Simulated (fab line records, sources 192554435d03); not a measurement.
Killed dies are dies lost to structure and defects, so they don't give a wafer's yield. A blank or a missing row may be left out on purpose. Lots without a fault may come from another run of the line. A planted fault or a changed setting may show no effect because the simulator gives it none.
Split-lot experiment | flow n5_finfet | 7 lots, 21 wafers read, on a route of 1938 steps

THE SPLIT
At N5_PASSIVATION_ETCH_15 (etches SiCN in CF4/N2, target depth 75 nm, time 81.2 s), the setting bias_w was moved away from the recipe's 70 W on 8 of the 21 wafers read, by +6.8% to +14.7%. The other wafers ran this setting at the recipe's value.

The reading is taken at the split's own step.

THE READING
rf_vpp_V, in V, at N5_PASSIVATION_ETCH_15 (etches SiCN in CF4/N2, target depth 75 nm, time 81.2 s). Fault-free wafers of this fab line usually give 381.8 V, standard deviation 2.1 V.

wafer  | tool, chamber at the split | bias_w as run, W | against the recipe | rf_vpp_V, V | against lot-mates on the recipe
L079.3 | rie_diel-03, 0             | 79.25            | +13.2%             | 414.9       | +32.7
L079.4 | rie_diel-03, 1             | 70               | recipe             | 382.2       | -
L079.6 | rie_diel-03, 0             | 79.25            | +13.2%             | 416.3       | +34.1
L081.1 | rie_diel-03, 3             | 70               | recipe             | 379.8       | -
L081.2 | rie_diel-03, 1             | 70               | recipe             | 382.6       | -
L081.4 | rie_diel-03, 0             | 70               | recipe             | 383.5       | -
L088.1 | rie_diel-01, 0             | 70               | recipe             | 380.9       | -
L088.3 | rie_diel-01, 3             | 74.75            | +6.8%              | 395.4       | +14.5
L088.4 | rie_diel-01, 1             | 74.75            | +6.8%              | 395.1       | +14.2
L091.2 | rie_diel-02, 3             | 80.28            | +14.7%             | 417.4       | no lot-mate on the recipe
L091.3 | rie_diel-02, 0             | 80.28            | +14.7%             | 418.1       | no lot-mate on the recipe
L091.5 | rie_diel-02, 3             | 80.28            | +14.7%             | 416.8       | no lot-mate on the recipe
L094.3 | rie_diel-03, 0             | 70               | recipe             | 384.3       | -
L094.4 | rie_diel-03, 1             | 70               | recipe             | 380.3       | -
L094.6 | rie_diel-03, 0             | 70               | recipe             | 383.0       | -
L096.3 | rie_diel-03, 0             | 70               | recipe             | 383.3       | -
L096.4 | rie_diel-03, 2             | 70               | recipe             | 380.9       | -
L096.6 | rie_diel-03, 2             | 70               | recipe             | 382.4       | -
L095.2 | rie_diel-03, 0             | 76.64            | +9.5%              | 405.7       | +26.0
L095.3 | rie_diel-03, 3             | 70               | recipe             | 379.7       | -
L095.6 | rie_diel-03, 1             | 70               | recipe             | 379.7       | -

THE FIT
A straight line over all 21 wafers: rf_vpp_V changes by +2.46 V for each +1% of bias_w; r = +0.99; the points scatter about the line by 1.7 V.
The same after taking each lot's own level away (the mean of its wafers on the recipe; 18 wafers): +2.5 V for each +1%; r = +0.99; scatter 1.6 V.
On that fit, the largest move of bias_w shifts the reading by 37 V.
The lots' own levels span 379.70 to 382.53 V, that is 1.3 times the standard deviation above.
So the lot-to-lot level changes the slope little: the two slopes agree.
Check: with one of the wafers moved furthest among these (+13.2%) left out of the fit, the line predicts +33.1 V for it against its lot-mates. It came out at +32.7 V against them.
Tool readings at the split's step, against how far the setting was moved: rf_vpp_V r = +0.99.

OTHER SPLITS ON THESE WAFERS
These wafers also went through other splits before the reading. Each is held against what the fit with the lots' levels taken away leaves over:
other split on the same wafers | wafers away from the commonest value | r with rf_vpp_V (lot level and that fit taken away)
N5_BEOL_M13_ILD_DEP_00 time_s  | 8                                    | -0.05
N5_BEOL_M14_PEB_08 peb_temp_c  | 9                                    | +0.22
N5_BEOL_M14_SPUTTER_43 power_w | 9                                    | -0.22
N5_BEOL_M14_SPUTTER_44 time_s  | 7                                    | +0.16
N5_MIM_BOT_SPUTTER_00 time_s   | 11                                   | -0.04

THE FILE'S OWN FIT
rf_vpp_V changes by +2.53 V for each +1% of bias_w, r = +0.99.
